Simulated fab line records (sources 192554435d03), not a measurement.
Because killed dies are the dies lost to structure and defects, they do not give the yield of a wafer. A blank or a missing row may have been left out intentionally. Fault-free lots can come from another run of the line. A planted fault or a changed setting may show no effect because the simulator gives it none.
A struck lot beside a sound one	flow n5_finfet	20 out of 1938 route steps
Sound: these wafers, L742.2, L742.3, L742.4. The struck wafers were L754.2, L754.5, L754.6. The cause is given at the end.
Order at every step that has rows: each side's tool, ch and its chambers, its first start. Under that, the readings that differ: sound wafers	struck wafers	difference of the means	sigmas: that difference in standard deviations of wafers without a fault.
alike: readings with means less than 2 such deviations apart, plus words and numbers identical on both sides. not compared: withheld readings, readings lacking a value on some wafer, bounds such as >300 that could conceal the same value, and numbers that have no deviation in the record and whose values overlap.
The two part at a step that has a row with sigmas, a row that says differs or no value, or rows on one side only. Numbers that don't overlap but have no deviation are shown without sigmas and don't part them. A reading that every wafer of one side lacks parts them only if that side has two wafers or more.

first, 8 steps without rows for these wafers: N5_BEOL_M14_SPUTTER_45 (material Cu, target thk 100 nm, time 16.67 s); N5_BEOL_M14_ECD_47 (material Cu, target thk 1248 nm); N5_BEOL_M14_ANNEAL_48 (time 90 s); N5_BEOL_M14_CMP_49 (polishes, stops on SiO2, t overpolish 5.2 s, target thk 560 nm); N5_BEOL_M14_PRE_CLEAN_52 (time 15 s); N5_BEOL_M14_DEP_53 (deposits SiCN from 3MS/NH3, target thk 50 nm, time 17.8 s); N5_BEOL_M15_ILD_DEP_00 (deposits SiO2 from TEOS/O2, target thk 1629.3 nm, time 346.1 s); N5_BEOL_M15_COAT_58 (time 60 s, resist thk 89 nm).
N5_BEOL_M15_COAT_04: resist thk 800 nm.
  sound on litho_track-01 ch 0, day 13 22:37; struck on litho_track-02 ch 0, day 17 01:23
reading	sound	struck	difference	sigmas
spin_speed_rpm (rpm)	1703.4 1704.8 1704.4	1843.4 1844.5 1844.1	+139.8	+99 or more
model.coat_of_BEOL_M15_COAT_04.thk_nm (nm)	798.6 801.4 799.2	770.2 770.6 769.4	-29.7	
then, 8 steps without rows for these wafers: N5_BEOL_M15_EBR_06; N5_BEOL_M15_SOFTBAKE_05 (time 60 s); N5_BEOL_M15_EXPOSE_07 (exposes mask V14); N5_BEOL_M15_PEB_08 (peb time 90 s); N5_BEOL_M15_DEVELOP_09 (develop time 45 s); N5_BEOL_M15_HARDBAKE_14 (time 120 s); N5_BEOL_M15_DESCUM_15 (chemistry O2, time 7.9 s); N5_BEOL_M15_ETCH_59 (etches BARC in N2/H2, target depth 89 nm, overetch 26.7 nm, time 67.9 s).
N5_BEOL_M15_VIA_ETCH_16: etches SiO2 in C4F8/O2/Ar, target depth 1792.2 nm.
  sound on rie_diel-05 ch 0,1,3, day 13 23:04; struck on rie_diel-05 ch 0,1,3, day 17 02:06
reading	sound	struck	difference	sigmas
model.coat_of_BEOL_M15_COAT_04.thk_nm (nm)	325.8 331.2 338.2	297.8 302.2 288	-35.7	
  alike: chamber_pressure_mTorr, drypump_motor_current_A, he_outer_torr, oes_f_703_au, oes_product_au, rf_vpp_V, showerhead_plenum_p_Torr, throttle_valve_pct
then, 1 step without rows for these wafers: N5_BEOL_M15_STRIP_63 (strips in O2).
N5_PASSIVATION_PROBE_49:
  struck on prober-02, day 17 22:26; sound on prober-02, day 14 22:23
reading	sound	struck	difference	sigmas
killed_at_contacts	3 2 4	19 24 11	+15	+2
  alike: defect_limited_yield, killed_at_M0_to_M3, killed_at_M4_up, killed_at_front_end, killed_at_other, killed_dies, killed_on_rim, killed_open, killed_short, sort_bin_5_function, sort_bin_6_memory, sort_n_pass, sort_yield_pct

WHERE THEY PART
Last at N5_PASSIVATION_PROBE_49 as far as this record goes, first at N5_BEOL_M15_COAT_04.

WHY: the cause the simulator had injected
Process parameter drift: litho_track-02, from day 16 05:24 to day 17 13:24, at N5_BEOL_M15_COAT_04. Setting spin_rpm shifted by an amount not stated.
